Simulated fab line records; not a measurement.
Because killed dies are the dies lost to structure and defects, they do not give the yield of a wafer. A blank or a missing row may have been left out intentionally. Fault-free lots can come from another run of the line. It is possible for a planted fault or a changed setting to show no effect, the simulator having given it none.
fab line records	flow n5-finfet
record lots=24	wafers=72	last-day=19
route steps=1938 shown BEOL_M13@1711 BEOL_M14@1726 BEOL_M15@1773
lots that met no fault: from a run of the same line without faults
start-h: hours from the record's first day to the start of the lot's first wafer shown	wait-h: hours from the lot's prior step to this one	" same as the row above	L1.1+2: a row that stands for several wafers	- either no value or no given start	* or withheld: withheld	< > ~ a bound
route shown NAME@n: names a module that has steps shown in the file, with the first one's number in the route	usual: average and standard deviation across the fault-free wafers	same: alike in all rows	chamber/n: place in a boat	sites: each site's reading	_std_site: standard deviation of those values	_edge_site: outer sites' mean less inner sites'	radius-mm: how far each site lies from the wafer's centre	mask NAME#n: copy n	behind: the last tool/chamber to shape the wafer	hold: reason for holding the lot/hours on hold/outcome of the hold	device: the n, p or np transistor that did not switch	end of line: tests of these same wafers at the route's end	a step with no rows: only its recipe	killed: not the wafer's yield, but the dies lost to structure and defects at the first sort	map: shows each die of a wafer: x if killed, . if not, _ if none is there
set.NAME: the run value of the setting; set.NAME@STEP: its run value at that earlier step	model.NAME: the simulator's own value behind a step, which no gauge read
one table for each step of the route and one row for each wafer, over a sample of lots
services: from which hour (start-h, from the record's first day; less than 0 if before it) a tool's chamber was out of use, for how many hours, and why
## steps
# step N5_BEOL_M13_THK_MEAS_50
# recipe thk-meas-gauge=xrf	reads=Cu_of_BEOL_M13_ECD_47
# usual M13_THK=416/7.9
lot.wafer	tool	chamber	start-h	wait-h	M13_THK[nm]
L074.2	film-metro-01	-	254.23	-	420
L074.3	"	-	"	"	419
L074.5	"	-	"	"	424
L075.3	film-metro-02	-	263.86	-	406
L075.4	"	-	"	"	419
L075.6	"	-	"	"	413
L076.1	film-metro-01	-	264.68	-	422
L076.2	"	-	"	"	420
L076.6	"	-	"	"	425
L078.1	film-metro-01	-	275.11	-	425
L078.2	"	-	"	"	418
L078.4	"	-	"	"	420
L077.3	film-metro-01	-	276.05	-	422
L077.4	"	-	"	"	428
L077.5	"	-	"	"	432
L080.1	film-metro-02	-	291.85	-	406
L080.2	"	-	"	"	414
L080.6	"	-	"	"	412
L079.1	film-metro-02	-	295.94	-	417
L079.3	"	-	"	"	409
L079.6	"	-	"	"	415
L081.1	film-metro-01	-	295.95	-	421
L081.4	"	-	"	"	416
L081.6	"	-	"	"	411
L083.2	film-metro-02	-	311.71	-	401
L083.3	"	-	"	"	419
L083.4	"	-	"	"	416
L082.2	film-metro-01	-	312.72	-	417
L082.4	"	-	"	"	412
L082.5	"	-	"	"	416
L086.1	film-metro-02	-	319.07	-	421
L086.3	"	-	"	"	421
L086.5	"	-	"	"	408
L084.4	film-metro-01	-	319.36	-	418
L084.5	"	-	"	"	416
L084.6	"	-	"	"	433
L085.3	film-metro-01	-	328.79	-	422
L085.4	"	-	"	"	419
L085.5	"	-	"	"	420
L089.1	film-metro-02	-	348.74	-	407
L089.2	"	-	"	"	407
L089.6	"	-	"	"	409
L088.1	film-metro-01	-	349.01	-	425
L088.3	"	-	"	"	410
L088.4	"	-	"	"	409
L087.3	film-metro-02	-	359.40	-	403
L087.4	"	-	"	"	407
L087.6	"	-	"	"	403
L090.1	film-metro-01	-	362.48	-	404
L090.2	"	-	"	"	405
L090.4	"	-	"	"	406
L091.4	film-metro-02	-	369.39	-	406
L091.5	"	-	"	"	405
L091.6	"	-	"	"	428
L093.1	film-metro-01	-	383.09	-	432
L093.2	"	-	"	"	421
L093.5	"	-	"	"	419
L092.1	film-metro-01	-	386.64	-	427
L092.3	"	-	"	"	402
L092.4	"	-	"	"	411
L095.4	film-metro-01	-	400.75	-	427
L095.5	"	-	"	"	419
L095.6	"	-	"	"	427
L094.1	film-metro-02	-	400.77	-	429
L094.3	"	-	"	"	412
L094.5	"	-	"	"	422
L097.2	film-metro-02	-	407.41	-	415
L097.3	"	-	"	"	419
L097.5	"	-	"	"	417
L096.3	film-metro-01	-	407.58	-	412
L096.5	"	-	"	"	438
L096.6	"	-	"	"	425
# step N5_BEOL_M13_INSPECT_55
# recipe inspect-instrument=darkfield	mode=post-dep
# usual raw-defect-count=71/23
lot.wafer	tool	chamber	start-h	wait-h	raw-defect-count
L074.2	defect-inspect-01	-	254.38	0.0	128
L074.3	"	-	"	"	103
L074.5	"	-	"	"	64
L075.3	defect-inspect-02	-	264.01	0.0	47
L075.4	"	-	"	"	79
L075.6	"	-	"	"	58
L076.1	defect-inspect-01	-	264.83	0.0	52
L076.2	"	-	"	"	95
L076.6	"	-	"	"	39
L078.1	defect-inspect-02	-	275.27	0.0	56
L078.2	"	-	"	"	87
L078.4	"	-	"	"	71
L077.3	defect-inspect-01	-	276.21	0.0	85
L077.4	"	-	"	"	74
L077.5	"	-	"	"	134
L080.1	defect-inspect-01	-	292.01	0.0	81
L080.2	"	-	"	"	61
L080.6	"	-	"	"	47
L081.1	defect-inspect-01	-	296.11	0.0	65
L081.4	"	-	"	"	60
L081.6	"	-	"	"	98
L079.1	defect-inspect-01	-	296.13	0.0	55
L079.3	"	-	"	"	34
L079.6	"	-	"	"	56
L083.2	defect-inspect-01	-	311.87	0.0	72
L083.3	"	-	"	"	75
L083.4	"	-	"	"	96
L082.2	defect-inspect-01	-	312.87	0.0	109
L082.4	"	-	"	"	142
L082.5	"	-	"	"	101
L086.1	defect-inspect-02	-	319.23	0.0	35
L086.3	"	-	"	"	81
L086.5	"	-	"	"	78
L084.4	defect-inspect-01	-	319.51	0.0	52
L084.5	"	-	"	"	56
L084.6	"	-	"	"	62
L085.3	defect-inspect-02	-	328.95	0.0	86
L085.4	"	-	"	"	80
L085.5	"	-	"	"	58
L089.1	defect-inspect-01	-	348.91	0.0	42
L089.2	"	-	"	"	69
L089.6	"	-	"	"	84
L088.1	defect-inspect-01	-	349.17	0.0	73
L088.3	"	-	"	"	50
L088.4	"	-	"	"	82
L087.3	defect-inspect-02	-	359.55	0.0	33
L087.4	"	-	"	"	60
L087.6	"	-	"	"	58
L090.1	defect-inspect-01	-	362.64	0.0	97
L090.2	"	-	"	"	55
L090.4	"	-	"	"	73
L091.4	defect-inspect-02	-	369.54	0.0	77
L091.5	"	-	"	"	55
L091.6	"	-	"	"	87
L093.1	defect-inspect-02	-	383.25	0.0	76
L093.2	"	-	"	"	81
L093.5	"	-	"	"	90
L092.1	defect-inspect-01	-	386.79	0.0	75
L092.3	"	-	"	"	101
L092.4	"	-	"	"	68
L094.1	defect-inspect-02	-	400.93	0.0	109
L094.3	"	-	"	"	87
L094.5	"	-	"	"	86
L095.4	defect-inspect-01	-	400.93	0.0	69
L095.5	"	-	"	"	62
L095.6	"	-	"	"	32
L097.2	defect-inspect-02	-	407.59	0.0	44
L097.3	"	-	"	"	73
L097.5	"	-	"	"	48
L096.3	defect-inspect-02	-	407.77	0.0	59
L096.5	"	-	"	"	73
L096.6	"	-	"	"	70
# step N5_BEOL_M14_CD_MEAS_10
# recipe target-cd-nm=250	landing-energy-ev=500	detector=se-inlens	polarity=opening
# usual cd-nm=249.6/2.6
lot.wafer	tool	chamber	start-h	wait-h	cd-nm
L074.2	cd-sem-01	0	254.91	-	250.1
L074.3	"	0	"	"	251.1
L074.5	"	0	"	"	250.5
L075.3	cd-sem-03	0	264.67	-	248.1
L075.4	"	0	"	"	249.1
L075.6	"	0	"	"	248.0
L076.1	cd-sem-03	0	265.37	-	249.6
L076.2	"	0	"	"	248.6
L076.6	"	0	"	"	246.9
L078.1	cd-sem-03	0	275.93	-	252.2
L078.2	"	0	"	"	250.4
L078.4	"	0	"	"	253.5
L077.3	cd-sem-03	0	276.74	-	251.6
L077.4	"	0	"	"	249.1
L077.5	"	0	"	"	253.2
L080.1	cd-sem-01	0	292.74	-	253.1
L080.2	"	0	"	"	253.9
L080.6	"	0	"	"	249.7
L081.1	cd-sem-03	0	296.76	-	244.9
L081.4	"	0	"	"	247.9
L081.6	"	0	"	"	250.6
L079.1	cd-sem-03	0	296.95	-	250.2
L079.3	"	0	"	"	249.3
L079.6	"	0	"	"	249.9
L083.2	cd-sem-03	0	312.40	-	253.1
L083.3	"	0	"	"	251.5
L083.4	"	0	"	"	250.0
L082.2	cd-sem-02	0	313.41	-	248.3
L082.4	"	0	"	"	246.3
L082.5	"	0	"	"	243.1
L086.1	cd-sem-03	0	319.88	-	249.7
L086.3	"	0	"	"	251.0
L086.5	"	0	"	"	252.1
L084.4	cd-sem-01	0	320.05	-	252.5
L084.5	"	0	"	"	245.0
L084.6	"	0	"	"	248.9
L085.3	cd-sem-01	0	329.61	-	249.3
L085.4	"	0	"	"	250.9
L085.5	"	0	"	"	248.3
L089.1	cd-sem-02	0	349.57	-	252.7
L089.2	"	0	"	"	248.0
L089.6	"	0	"	"	248.4
L088.1	cd-sem-01	0	349.82	-	242.6
L088.3	"	0	"	"	244.6
L088.4	"	0	"	"	246.9
L087.3	cd-sem-01	0	360.21	-	249.3
L087.4	"	0	"	"	250.1
L087.6	"	0	"	"	248.1
L090.1	cd-sem-02	0	363.30	-	250.2
L090.2	"	0	"	"	244.4
L090.4	"	0	"	"	243.6
L091.4	cd-sem-03	0	370.08	-	250.8
L091.5	"	0	"	"	250.8
L091.6	"	0	"	"	248.2
L093.1	cd-sem-02	0	383.91	-	248.5
L093.2	"	0	"	"	251.7
L093.5	"	0	"	"	246.1
L092.1	cd-sem-02	0	387.45	-	247.7
L092.3	"	0	"	"	249.2
L092.4	"	0	"	"	248.3
L094.1	cd-sem-03	0	401.59	-	251.6
L094.3	"	0	"	"	250.3
L094.5	"	0	"	"	254.3
L095.4	cd-sem-01	0	401.76	-	249.9
L095.5	"	0	"	"	251.0
L095.6	"	0	"	"	252.1
L097.2	cd-sem-03	0	408.33	-	253.7
L097.3	"	0	"	"	254.6
L097.5	"	0	"	"	252.7
L096.3	cd-sem-02	0	408.38	-	250.9
L096.5	"	0	"	"	249.5
L096.6	"	0	"	"	250.2
# step N5_BEOL_M14_ETCH_38
# recipe chemistry=CF4/N2	target=SiCN	target-depth-a=1065	taper-deg=2	time-s=120.6	ion-energy-ev=150	mask-material=SiO2	pressure-mtorr=40	source-w=430	bias-w=70	Ar_flow_sccm=100	cf4-flow-sccm=60	n2-flow-sccm=60
# usual drypump-motor-current-A=5.5/0.44	n2-flow-sccm=59.99/0.17	oes-product-au=0.78/0.075	rf-vpp-V=382.6/1.8	showerhead-plenum-p-Torr=2.22/0.072	throttle-valve-pct=15.45/0.18
lot.wafer	tool	chamber	start-h	wait-h	drypump-motor-current-A	n2-flow-sccm	oes-product-au	rf-hours-counter-h	rf-vpp-V	showerhead-plenum-p-Torr	throttle-valve-pct
L074.2	rie-diel-01	1	-	-	5.8	59.59	0.76	124	381.1	2.13	15.30
L074.3	"	2	"	"	5.6	60.14	0.77	119	383.0	2.20	15.29
L074.5	"	1	"	"	5.8	59.76	0.76	-	382.3	2.13	15.29
L076.1	rie-diel-02	1	-	-	5.2	60.04	0.73	158	382.0	2.21	15.44
L076.2	"	0	"	"	6.1	59.91	0.77	154	379.8	2.10	15.50
L076.6	"	3	"	"	4.9	60.04	0.82	-	383.2	2.23	15.48
L075.3	rie-diel-04	0	-	-	5.5	59.95	0.94	23	387.3	2.33	15.07
L075.4	"	1	"	"	5.8	60.25	0.75	150	381.5	2.22	15.46
L075.6	"	1	"	"	5.8	60.05	0.74	-	382.1	2.22	15.44
L078.1	rie-diel-04	2	-	-	4.8	60.48	0.87	56	384.6	2.25	15.54
L078.2	"	1	"	"	5.8	60.19	0.75	152	383.2	2.22	15.45
L078.4	"	0	"	"	5.6	59.78	0.93	25	385.7	2.33	15.05
L077.3	rie-diel-02	0	-	-	6.1	60.12	0.76	156	380.6	2.10	15.50
L077.4	"	2	"	"	5.8	59.97	0.72	135	384.9	2.33	15.48
L077.5	"	2	"	"	5.8	60.16	0.72	-	385.8	2.33	15.48
L080.1	rie-diel-01	1	-	-	5.8	60.06	0.76	136	382.2	2.13	15.33
L080.2	"	2	"	"	5.6	60.06	0.77	130	382.5	2.20	15.29
L080.6	"	3	"	"	5.4	60.20	0.73	-	379.6	2.13	15.74
L081.1	rie-diel-02	0	-	-	6.1	59.98	0.76	164	380.0	2.10	15.50
L081.4	"	3	"	"	4.9	60.02	0.81	90	382.5	2.23	15.48
L081.6	"	2	"	"	5.8	59.98	0.71	-	385.5	2.33	15.49
L079.1	rie-diel-01	3	-	-	5.4	59.95	0.72	174	379.5	2.12	15.74
L079.3	"	1	"	"	5.8	60.29	0.74	140	379.7	2.12	15.34
L079.6	"	1	"	"	5.8	60.03	0.74	-	380.2	2.12	15.35
L083.2	rie-diel-04	3	-	-	5.6	60.03	0.68	250	384.4	2.26	15.60
L083.3	"	0	"	"	5.5	59.79	0.90	39	385.4	2.33	15.07
L083.4	"	0	"	"	5.5	59.60	0.91	-	385.6	2.33	15.09
L082.2	rie-diel-01	3	-	-	5.4	60.11	0.72	178	380.1	2.12	15.76
L082.4	"	2	"	"	5.6	60.01	0.76	137	382.0	2.19	15.32
L082.5	"	1	"	"	5.8	59.89	0.74	-	381.4	2.12	15.33
L086.1	rie-diel-02	0	-	-	6.1	59.88	0.75	172	380.4	2.09	15.51
L086.3	"	1	"	"	5.2	59.88	0.71	176	381.9	2.20	15.47
L086.5	"	3	"	"	4.9	59.79	0.80	-	382.6	2.22	15.52
L084.4	rie-diel-04	2	-	-	4.8	60.14	0.84	-	383.0	2.24	15.57
L084.5	"	0	"	"	5.5	59.71	0.90	-	385.6	2.32	15.09
L084.6	"	1	"	"	5.8	60.01	0.74	-	382.0	2.22	15.48
L085.3	rie-diel-04	0	-	-	5.6	60.05	0.89	47	386.6	2.32	15.12
L085.4	"	3	"	"	5.7	60.05	0.99	0	383.9	2.26	15.12
L085.5	"	1	"	"	5.8	59.99	0.74	-	382.5	2.22	15.49
L089.1	rie-diel-04	2	-	-	4.7	59.76	0.82	85	382.0	2.24	15.60
L089.2	"	1	"	"	5.8	60.05	0.73	175	382.6	2.22	15.51
L089.6	"	2	"	"	4.7	60.09	0.83	-	382.9	2.24	15.59
L088.1	rie-diel-02	3	-	-	4.9	59.99	0.79	109	382.6	2.22	15.53
L088.3	"	2	"	"	5.8	60.18	0.70	162	384.0	2.32	15.54
L088.4	"	1	"	"	5.2	60.07	0.72	186	382.6	2.20	15.49
L087.3	rie-diel-02	2	-	-	5.8	59.86	0.70	165	385.1	2.32	15.53
L087.4	"	1	"	"	5.2	59.83	0.70	-	381.4	2.19	15.49
L087.6	"	0	"	"	6.1	59.98	0.73	-	380.1	2.09	15.53
L090.1	rie-diel-04	1	-	-	5.8	60.26	0.73	180	383.7	2.21	15.51
L090.2	"	3	"	"	5.7	60.10	0.94	11	384.0	2.26	15.17
L090.4	"	3	"	"	5.7	60.05	0.94	-	382.0	2.26	15.16
L091.4	rie-diel-04	0	-	-	5.6	59.88	0.88	-	385.5	2.32	15.12
L091.5	"	1	"	"	5.8	60.14	0.72	-	381.7	2.21	15.51
L091.6	"	3	"	"	5.6	59.87	0.94	-	382.5	2.26	15.17
L093.1	rie-diel-04	3	-	-	5.6	59.83	0.92	18	384.5	2.25	15.19
L093.2	"	1	"	"	5.8	60.03	0.73	186	380.5	2.21	15.53
L093.5	"	3	"	"	5.6	59.73	0.92	-	384.3	2.25	15.20
L092.1	rie-diel-01	1	-	-	5.8	59.83	0.73	169	380.2	2.11	15.39
L092.3	"	2	"	"	5.6	59.88	0.74	162	382.0	2.18	15.34
L092.4	"	3	"	"	5.4	60.16	0.71	203	380.1	2.12	15.79
L094.1	rie-diel-02	3	-	-	4.9	59.90	0.77	120	382.6	2.22	15.55
L094.3	"	0	"	"	6.1	60.05	0.71	201	377.0	2.08	15.59
L094.5	"	3	"	"	4.9	59.78	0.78	-	381.7	2.22	15.56
L095.4	rie-diel-04	1	-	-	5.8	60.07	0.72	192	381.4	2.21	15.53
L095.5	"	2	"	"	4.8	59.94	0.81	-	382.7	2.24	15.64
L095.6	"	1	"	"	5.8	60.09	0.72	-	380.5	2.21	15.55
L097.2	rie-diel-02	3	-	-	4.9	59.95	0.76	127	383.9	2.21	15.55
L097.3	"	1	"	"	5.2	60.21	0.69	211	380.2	2.19	15.54
L097.5	"	3	"	"	4.9	59.96	0.77	-	383.1	2.21	15.57
L096.3	rie-diel-04	3	-	-	5.7	60.00	0.89	28	385.0	2.25	15.19
L096.5	"	1	"	"	5.8	60.19	0.71	-	381.8	2.21	15.56
L096.6	"	0	"	"	5.5	59.77	0.87	-	384.4	2.31	15.14
# step N5_BEOL_M14_SPUTTER_43
# recipe material=TaN	target-thk-a=150	temp-c=50	bias-v=168.6	power-w=15000	chamber-pressure-pa=0.12	time-s=24.19
# usual cathode-dc-power-W=14999/2.7	throttle-valve-pct=30.1/0.89
lot.wafer	tool	chamber	start-h	wait-h	cathode-dc-power-W	throttle-valve-pct
L074.2	pvd-sputter-03	-	261.54	0.0	14999	30.5
L074.3	"	-	"	"	15000	30.6
L074.5	"	-	"	"	14997	30.2
L076.1	pvd-sputter-03	-	272.32	0.0	14997	30.0
L076.2	"	-	"	"	14997	31.1
L076.6	"	-	"	"	15000	30.3
L075.3	pvd-sputter-02	-	272.44	0.0	14999	30.3
L075.4	"	-	"	"	14996	28.1
L075.6	"	-	"	"	14999	30.5
L078.1	pvd-sputter-01	-	279.71	0.0	14996	30.8
L078.2	"	-	"	"	15003	30.6
L078.4	"	-	"	"	14999	28.2
L077.3	pvd-sputter-01	-	280.93	0.0	14996	30.5
L077.4	"	-	"	"	15001	30.0
L077.5	"	-	"	"	14998	29.9
L080.1	pvd-sputter-01	-	295.37	0.0	14999	30.3
L080.2	"	-	"	"	14995	28.2
L080.6	"	-	"	"	14994	30.0
L081.1	pvd-sputter-01	-	299.07	0.0	14999	29.9
L081.4	"	-	"	"	15000	28.1
L081.6	"	-	"	"	15000	31.0
L079.1	pvd-sputter-02	-	304.94	0.0	14999	28.6
L079.3	"	-	"	"	14995	30.0
L079.6	"	-	"	"	15003	28.2
L083.2	pvd-sputter-03	-	314.67	0.0	15002	30.3
L083.3	"	-	"	"	14996	30.4
L083.4	"	-	"	"	14996	30.2
L082.2	pvd-sputter-03	-	316.27	0.0	15002	30.6
L082.4	"	-	"	"	14997	30.0
L082.5	"	-	"	"	14999	31.2
L086.1	pvd-sputter-02	-	323.54	0.0	15003	31.3
L086.3	"	-	"	"	14998	29.9
L086.5	"	-	"	"	14998	29.9
L084.4	pvd-sputter-01	-	324.48	0.0	14995	30.6
L084.5	"	-	"	"	15005	30.0
L084.6	"	-	"	"	14998	30.9
L085.3	pvd-sputter-02	-	333.51	0.0	15003	30.0
L085.4	"	-	"	"	15004	28.2
L085.5	"	-	"	"	15002	30.0
L089.1	pvd-sputter-03	-	354.52	0.0	14998	30.2
L089.2	"	-	"	"	14995	30.8
L089.6	"	-	"	"	14999	30.6
L088.1	pvd-sputter-03	-	354.84	0.0	14999	30.3
L088.3	"	-	"	"	14998	31.1
L088.4	"	-	"	"	15001	30.3
L087.3	pvd-sputter-01	-	362.30	0.0	14993	28.3
L087.4	"	-	"	"	15001	30.1
L087.6	"	-	"	"	14997	30.6
L090.1	pvd-sputter-01	-	365.85	0.0	15005	30.5
L090.2	"	-	"	"	14998	28.1
L090.4	"	-	"	"	15000	30.0
L091.4	pvd-sputter-02	-	375.05	0.0	15004	30.1
L091.5	"	-	"	"	14998	29.7
L091.6	"	-	"	"	15000	28.1
L093.1	pvd-sputter-02	-	387.37	0.0	15000	28.5
L093.2	"	-	"	"	15003	30.6
L093.5	"	-	"	"	14998	31.0
L092.1	pvd-sputter-01	-	390.72	0.0	15004	30.0
L092.3	"	-	"	"	14997	30.4
L092.4	"	-	"	"	15004	30.8
L094.1	pvd-sputter-01	-	406.05	0.0	14999	29.7
L094.3	"	-	"	"	15000	30.5
L094.5	"	-	"	"	15002	29.8
L095.4	pvd-sputter-03	-	406.07	0.0	14996	29.9
L095.5	"	-	"	"	15003	30.0
L095.6	"	-	"	"	14999	30.3
L097.2	pvd-sputter-01	-	418.91	0.0	14997	28.0
L097.3	"	-	"	"	14993	30.8
L097.5	"	-	"	"	14999	31.2
L096.3	pvd-sputter-03	-	418.93	0.0	15000	30.9
L096.5	"	-	"	"	15000	30.8
L096.6	"	-	"	"	15002	30.4
# step N5_BEOL_M15_ILD_DEP_00
# recipe material=SiO2	target-thk-a=16293	temp-c=400	precursor=TEOS/O2	pressure-torr=6.5	rf-w=900	teos-flow-sccm=161.4	gas=O2	flow-sccm=2650	time-s=346.1
# usual heater-power-w=463/79	showerhead-plenum-p-Torr=8.333/0.024	throttle-valve-pct=19.3/1.2
lot.wafer	tool	chamber	start-h	wait-h	heater-power-w	showerhead-plenum-p-Torr	since-wet-clean-h	throttle-valve-pct
L074.2	pecvd-02	2	262.88	0.0	532	8.360	394	17.9
L074.3	"	0	"	"	469	8.294	1148	20.2
L074.5	"	1	"	"	449	8.328	-	20.6
L076.1	pecvd-02	1	273.57	0.0	359	8.313	1884	20.6
L076.2	"	0	"	"	416	8.320	1159	20.3
L076.6	"	1	"	"	440	8.315	-	20.5
L075.3	pecvd-01	0	273.69	0.0	632	8.355	1340	18.1
L075.4	"	1	"	"	491	8.357	-	21.0
L075.6	"	2	"	"	314	8.313	-	18.4
L078.1	pecvd-01	1	280.96	0.0	435	8.378	2072	21.3
L078.2	"	2	"	"	358	8.296	593	18.2
L078.4	"	0	"	"	489	8.335	-	18.2
L077.3	pecvd-02	0	282.29	0.0	425	8.345	1167	20.3
L077.4	"	1	"	"	345	8.328	-	20.5
L077.5	"	2	"	"	422	8.345	-	18.2
L080.1	pecvd-01	2	296.71	0.0	399	8.312	609	18.4
L080.2	"	1	"	"	423	8.363	2088	21.0
L080.6	"	0	"	"	493	8.311	-	18.2
L081.1	pecvd-02	0	300.35	0.0	461	8.310	1186	20.2
L081.4	"	2	"	"	439	8.343	-	18.3
L081.6	"	1	"	"	352	8.319	-	20.6
L079.1	pecvd-03	2	306.83	0.0	448	8.360	257	17.4
L079.3	"	0	"	"	543	8.349	1011	19.7
L079.6	"	1	"	"	375	8.336	-	19.4
L083.2	pecvd-01	0	317.44	0.0	598	8.337	1384	18.1
L083.3	"	2	"	"	444	8.295	630	18.6
L083.4	"	1	"	"	381	8.365	-	21.2
L082.2	pecvd-02	1	319.81	0.0	422	8.322	1930	20.7
L082.4	"	0	"	"	385	8.328	-	20.5
L082.5	"	1	"	"	479	8.329	-	20.6
L086.1	pecvd-01	0	325.44	0.0	558	8.331	1392	18.3
L086.3	"	2	"	"	406	8.291	638	18.6
L086.5	"	0	"	"	627	8.332	-	18.2
L084.4	pecvd-03	0	327.82	0.1	598	8.358	-	19.6
L084.5	"	2	"	"	462	8.360	-	17.3
L084.6	"	0	"	"	475	8.323	-	19.7
L085.3	pecvd-01	1	335.23	0.0	446	8.376	2127	20.9
L085.4	"	1	"	"	497	8.360	-	21.0
L085.5	"	0	"	"	640	8.322	-	18.0
L089.1	pecvd-02	2	358.39	0.0	468	8.352	490	18.3
L089.2	"	0	"	"	482	8.310	1244	20.4
L089.6	"	0	"	"	406	8.325	-	20.5
L088.1	pecvd-01	1	358.84	0.0	468	8.359	2150	21.2
L088.3	"	2	"	"	421	8.296	671	18.4
L088.4	"	0	"	"	491	8.330	-	18.0
L087.3	pecvd-01	0	364.93	0.0	635	8.311	1431	18.2
L087.4	"	0	"	"	509	8.345	-	18.1
L087.6	"	2	"	"	318	8.284	-	18.6
L090.1	pecvd-03	2	369.34	0.0	478	8.352	319	17.4
L090.2	"	1	"	"	493	8.336	1798	19.9
L090.4	"	0	"	"	606	8.360	-	20.1
L091.4	pecvd-02	2	379.03	0.1	420	8.345	-	18.4
L091.5	"	1	"	"	349	8.335	-	20.8
L091.6	"	0	"	"	522	8.305	-	20.2
L093.1	pecvd-02	2	388.75	0.0	521	8.364	520	18.4
L093.2	"	0	"	"	443	8.341	1274	20.1
L093.5	"	0	"	"	518	8.327	-	20.4
L092.1	pecvd-02	0	391.99	0.0	506	8.328	1277	20.3
L092.3	"	1	"	"	464	8.324	2002	20.6
L092.4	"	0	"	"	389	8.329	-	20.2
L094.1	pecvd-02	2	407.33	0.0	554	8.327	539	18.7
L094.3	"	1	"	"	461	8.339	2018	20.6
L094.5	"	0	"	"	507	8.306	-	20.3
L095.4	pecvd-03	2	407.48	0.1	382	8.368	-	17.5
L095.5	"	0	"	"	475	8.363	-	20.0
L095.6	"	1	"	"	373	8.335	-	19.9
L097.2	pecvd-02	2	420.16	0.0	539	8.345	551	18.8
L097.3	"	0	"	"	434	8.318	1305	20.1
L097.5	"	2	"	"	433	8.328	-	18.4
L096.3	pecvd-01	1	420.20	0.0	476	8.365	8	17.0
L096.5	"	2	"	"	430	8.296	-	18.5
L096.6	"	1	"	"	369	8.364	-	17.1
## services
tool	chamber	start-h	hours	kind
rie-diel-02	2	251.79	2.0	repair
rie-diel-02	0	254.07	3.1	repair
pecvd-01	2	291.60	2.1	repair
rie-diel-04	1	304.65	10.7	repair
rie-diel-04	3	315.41	-	clean
rie-diel-04	3	315.41	-	consumable-replace:focus-ring
rie-diel-02	-	322.87	0.1	repair
pecvd-02	-	341.15	0.8	repair
rie-diel-04	-	344.56	3.4	repair
rie-diel-02	3	357.61	11.6	repair
rie-diel-04	0	361.76	5.4	repair
rie-diel-04	2	370.83	6.1	repair
pecvd-02	1	371.88	2.1	scheduled-down
pecvd-01	-	373.96	0.5	repair
pecvd-01	1	383.62	-	clean
pecvd-01	1	383.62	-	consumable-replace:showerhead
pecvd-01	1	383.62	29.0	scheduled-down
pvd-sputter-02	-	395.62	10.8	repair
rie-diel-02	2	402.16	18.0	repair
pecvd-03	2	408.53	5.0	repair
pecvd-02	-	409.46	2.3	repair
pvd-sputter-02	-	412.18	8.4	repair
pvd-sputter-03	-	416.51	1.7	repair
pecvd-03	-	417.59	2.8	pm
## key
fault none
